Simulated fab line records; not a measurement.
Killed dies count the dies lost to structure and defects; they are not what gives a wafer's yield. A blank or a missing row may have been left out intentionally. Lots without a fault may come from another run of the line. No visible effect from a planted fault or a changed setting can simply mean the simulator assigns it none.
A lot that was struck, set against a sound lot | flow n5 finfet | 15 steps out of a route of 1938
Sound: wafers L325.2, L325.3, L325.6. Struck: wafers L339.1, L339.3, L339.6. At the end, the cause is stated.
At each step with rows: each side's tool, then ch and its chambers, then its first start. Under that, the readings that differ: sound wafers | struck wafers | difference of the means | sigmas: that difference in standard deviations of wafers without a fault.
alike: a reading whose means differ by less than 2 such deviations, as well as words and numbers matching on both sides. not compared: withheld readings; readings where some wafer has no value; bounds like >300 that might hide an equal value; numbers whose values overlap and for which the record gives no deviation.
A row with sigmas, a row that says differs or no value, or rows on one side alone: a step with any of these is where the two part. Numbers that have no deviation but don't overlap get no sigmas and don't part them. A reading that every wafer of one side lacks parts them only if that side has two wafers or more.

first, 2 steps without rows for these wafers: N5_PASSIVATION_DEVELOP_29 (develop time 60 s); N5_PASSIVATION_HARDBAKE_31 (time 120 s).
N5_PASSIVATION_CD_MEAS_30: target cd 4000 nm.
  sound on cd sem-03 ch 0, day 13 13:01; struck on cd sem-03 ch 0, day 16 16:44
  alike: cd nm
N5_PASSIVATION_OVL_MEAS_63:
  sound on overlay-02 ch 0, day 13 13:02; struck on overlay-01 ch 0, day 16 16:46
  alike: PAD_OVL
N5_PASSIVATION_INSPECT_64: inspects for defects (macro).
  sound on defect inspect-02 at day 13 13:04; struck on defect inspect-02 at day 16 16:47
  alike: raw defect count
N5_PASSIVATION_DESCUM_32: chemistry O2, time 7.9 s.
  sound on rie diel-02 ch 0,2,3, day 13 13:09; struck on rie diel-06 ch 0,1,3, day 16 16:49
  alike: drypump motor current A, oes product au, rf vpp V, showerhead plenum p Torr, throttle valve pct
  not compared: rf hours counter h
N5_PASSIVATION_AL_ETCH_33: etches Al in Cl2/BCl3, stops on TaN, target depth 2800 nm, time 466.7 s.
  sound on rie metal-02 ch 0, day 13 13:14; struck on rie metal-02 ch 0,1, day 16 16:54
  alike: bcl3 flow sccm, bias w, drypump motor current A, oes product au, throttle valve pct
  not compared: rf hours counter h
N5_PASSIVATION_ETCH_59: etches TaN in Cl2/BCl3, target depth 65 nm, time 34.9 s.
  sound on rie metal-02 ch 0, day 13 13:38; struck on rie metal-02 ch 0,1, day 16 17:18
  alike: bcl3 flow sccm, bias w, drypump motor current A, oes product au, throttle valve pct
  not compared: rf hours counter h
N5_PASSIVATION_STRIP_34: strips in O2.
  sound on rie diel-02 ch 1,2,3, day 13 13:45; struck on rie diel-06 ch 0,3, day 16 17:25
  alike: drypump motor current A, oes product au, rf vpp V, showerhead plenum p Torr, throttle valve pct
  not compared: rf hours counter h
then, 3 steps without rows for these wafers: N5_PASSIVATION_STRIP_51 (strips in post etch residue remover, time 1200 s); N5_PASSIVATION_CLEAN_69 (cleans in IPA, time 180 s); N5_PASSIVATION_SRD_70 (time 30 s).
N5_PASSIVATION_PECVD_53: deposits SiO2 from TEOS/O2, target thk 800 nm, time 169.4 s.
  sound on pecvd-03 ch 0,1, day 13 14:15; struck on pecvd-02 ch 0,2, day 16 17:55
  reading                                        | sound             | struck            | difference | sigmas
  run length s (s)                               | 195.9 196.4 196.3 | 131.0 131.8 132.4 | -64.5      | -99 or more
  model.SiO2_of_PASSIVATION_PECVD_53.thk nm (nm) | 788.6 794.8 801.2 | 494.8 488.6 493.8 | -302.5     |
  alike: chamber pressure Torr
  not compared: since wet clean h
N5_PASSIVATION_PECVD_35: deposits SiNx from SiH4/NH3/N2, target thk 700 nm, time 151.3 s.
  sound on pecvd-03 ch 0,1, day 13 14:22; struck on pecvd-02 ch 0,2, day 16 18:02
  alike: chamber pressure Torr, heater power w, run length s, showerhead plenum p Torr, throttle valve pct
  not compared: since wet clean h
next, for these wafers, 1 step has no rows: N5_PASSIVATION_PROBE_49.

WHERE THEY PART
Only at N5_PASSIVATION_PECVD_53, as far as this record shows. Later steps at which nothing parts them and some readings are alike: N5_PASSIVATION_PECVD_35.

WHY: what the simulator had put in
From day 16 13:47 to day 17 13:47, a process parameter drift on pecvd-02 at N5_PASSIVATION_PECVD_53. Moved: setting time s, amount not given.
